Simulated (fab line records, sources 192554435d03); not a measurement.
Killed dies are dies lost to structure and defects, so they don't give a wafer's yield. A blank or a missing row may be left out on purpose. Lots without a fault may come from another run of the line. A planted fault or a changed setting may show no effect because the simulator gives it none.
Chamber matching | flow n5_finfet | N5_BEOL_M2_DESCUM_16 on rie_diel-04: 4 sister chambers
The step chemistry O2, time 7 s. 4 wafers are shown with their chamber, then 7 later ones without.

WAFERS WITH THEIR CHAMBER
wafer  | chamber | drypump_motor_current_A (A)
L083.5 | 3       | 5.8
L083.6 | 2       | 5.8
L087.1 | 1       | 5.9
L087.2 | 0       | 4.8

WAFERS WITHOUT THEIR CHAMBER
wafer  | drypump_motor_current_A (A)
L087.3 | 5.8
L089.1 | 4.7
L089.2 | 5.9
L089.3 | 5.8
L091.2 | 4.7
L091.4 | 5.8
L091.6 | 5.9

WHICH CHAMBER EACH WENT THROUGH
wafer  | from the rows above          | in truth
L087.3 | can't be placed: 2 or 3 or 1 | 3
L089.1 | 0                            | 0
L089.2 | can't be placed: 1 or 2 or 3 | 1
L089.3 | can't be placed: 2 or 3 or 1 | 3
L091.2 | 0                            | 0
L091.4 | can't be placed: 2 or 3 or 1 | 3
L091.6 | can't be placed: 1 or 2 or 3 | 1
Placed correctly: 2 of 7. Can't be placed from these rows: 5 (the true chamber is among the candidates in 5). Placed wrongly: 0.
How it was worked out, from the rows above alone: a wafer's distance from a chamber is the root of the sum, over the readings, of the square of ((its reading less the chamber's mean) divided by the reading's scatter). The wafer belongs to the nearest chamber; if the next one is less than 2 further off, it can't be placed. A chamber's mean is the mean of its shown wafers. The scatter: with one shown wafer a chamber, the root of the mean of the squares of how far each hidden wafer lies from its nearest shown one.
